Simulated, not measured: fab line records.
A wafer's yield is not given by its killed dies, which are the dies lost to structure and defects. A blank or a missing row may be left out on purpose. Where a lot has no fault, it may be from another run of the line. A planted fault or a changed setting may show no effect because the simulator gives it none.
Chamber matching ; flow n5_finfet ; 4 sister chambers for N5_BEOL_M0_SAQP_ETCH_102 on rie_si-01
The step etches SiO2 in CF4, target depth 4 nm, time 4.4 s. 18 wafers are shown with their chamber, then 9 later ones without.

## WAFERS, EACH WITH ITS CHAMBER
wafer;chamber;drypump_motor_current_A (A);throttle_valve_pct (%);oes_product_au (a.u.)
L075.2;3;4.7;22.09;0.971
L075.4;1;6.5;22.00;1.022
L075.6;0;5.1;21.58;0.999
L078.1;1;6.5;22.01;1.004
L078.3;3;4.7;22.07;0.979
L078.5;0;5.1;21.58;0.996
L077.4;2;5.4;21.69;0.994
L077.5;3;4.7;22.09;0.976
L077.6;2;5.5;21.69;0.996
L088.1;0;5.1;21.59;1.009
L088.3;2;5.5;21.69;0.989
L088.4;3;4.7;22.09;0.968
L092.2;1;6.4;21.99;1.009
L092.3;2;5.5;21.71;0.996
L092.5;0;5.1;21.59;0.993
L093.1;2;5.5;21.69;0.997
L093.2;3;4.7;22.09;0.964
L093.6;3;4.7;22.09;0.968

SIGNATURES, as means of the wafers listed above
reading;chamber 0;chamber 1;chamber 2;chamber 3;scatter within a chamber
drypump_motor_current_A;5.100;6.467;5.480;4.700;0.0324
throttle_valve_pct;21.5850;22.0000;21.6940;22.0867;0.00825
oes_product_au;0.99925;1.01167;0.99440;0.97100;0.00606
Rule: distance of a wafer from a chamber = root of the sum over the readings of ((wafer's reading minus chamber's mean) / reading's scatter) squared. The wafer belongs to the nearest chamber; if the next one is less than 2 further off, it can't be placed. How the scatter is found: for the shown wafers, subtract from each reading the mean of its chamber, square and add these, divide the total by (wafers less chambers), then take the root.

## WAFERS WITHOUT THEIR CHAMBER
wafer;drypump_motor_current_A (A);throttle_valve_pct (%);oes_product_au (a.u.)
L094.2;5.1;21.58;0.998
L094.5;5.1;21.58;1.004
L094.6;4.7;22.08;0.965
L096.1;6.5;22.00;1.009
L096.2;5.5;21.68;0.988
L096.6;5.5;21.68;1.001
L097.1;5.5;21.68;0.996
L097.3;5.1;21.59;0.990
L097.5;5.1;21.59;0.996

## WHICH CHAMBER EACH ONE RAN IN
wafer;from the rows above;in truth
L094.2;0;0
L094.5;0;0
L094.6;3;3
L096.1;1;1
L096.2;2;2
L096.6;2;2
L097.1;2;2
L097.3;0;0
L097.5;0;0
Correct placement for 9 of the 9. Not placeable from these rows: 0. 0 placed wrongly.
